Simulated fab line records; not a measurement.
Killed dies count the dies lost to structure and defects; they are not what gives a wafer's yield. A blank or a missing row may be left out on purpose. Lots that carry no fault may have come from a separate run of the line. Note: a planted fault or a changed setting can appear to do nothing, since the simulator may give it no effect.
Matching of chambers + flow n5 finfet + 3 sister chambers for N5_PASSIVATION_PECVD_01 on pecvd-04
The step deposits SiNx from SiH4/NH3/N2, target thk 200 nm, time 43.2 s. 3 wafers are shown with their chamber, then 7 later ones without.

== EACH WAFER AND ITS CHAMBER ==
| wafer  | chamber | throttle valve pct (%) |
|--------|---------|------------------------|
| L787.6 | 0       | 30.8                   |
| L790.4 | 2       | 27.3                   |
| L790.5 | 1       | 29.6                   |

== WAFERS WITH NO CHAMBER GIVEN ==
| wafer  | throttle valve pct (%) |
|--------|------------------------|
| L790.6 | 30.8                   |
| L791.1 | 27.1                   |
| L791.4 | 29.6                   |
| L791.6 | 30.6                   |
| L789.1 | 29.7                   |
| L789.3 | 30.9                   |
| L789.4 | 29.6                   |

== THE CHAMBER EACH PASSED THROUGH ==
| wafer  | from the rows above | in truth |
|--------|---------------------|----------|
| L790.6 | 0                   | 0        |
| L791.1 | 2                   | 2        |
| L791.4 | 1                   | 1        |
| L791.6 | 0                   | 0        |
| L789.1 | 1                   | 1        |
| L789.3 | 0                   | 0        |
| L789.4 | 1                   | 1        |
Placed correctly: 7 of 7. Number that these rows cannot place: 0. Number placed wrongly: 0.
How it was worked out, from the rows above alone: a wafer's distance from a chamber is the root of the sum, over the readings, of the square of ((its reading less the chamber's mean) divided by the reading's scatter). The wafer belongs to the nearest chamber; if the next one is less than 2 further off, it can't be placed. The mean given for a chamber averages the wafers shown for that chamber. The scatter (one wafer shown for each chamber): square how far every hidden wafer sits from the nearest shown wafer, average those squares and take the square root.
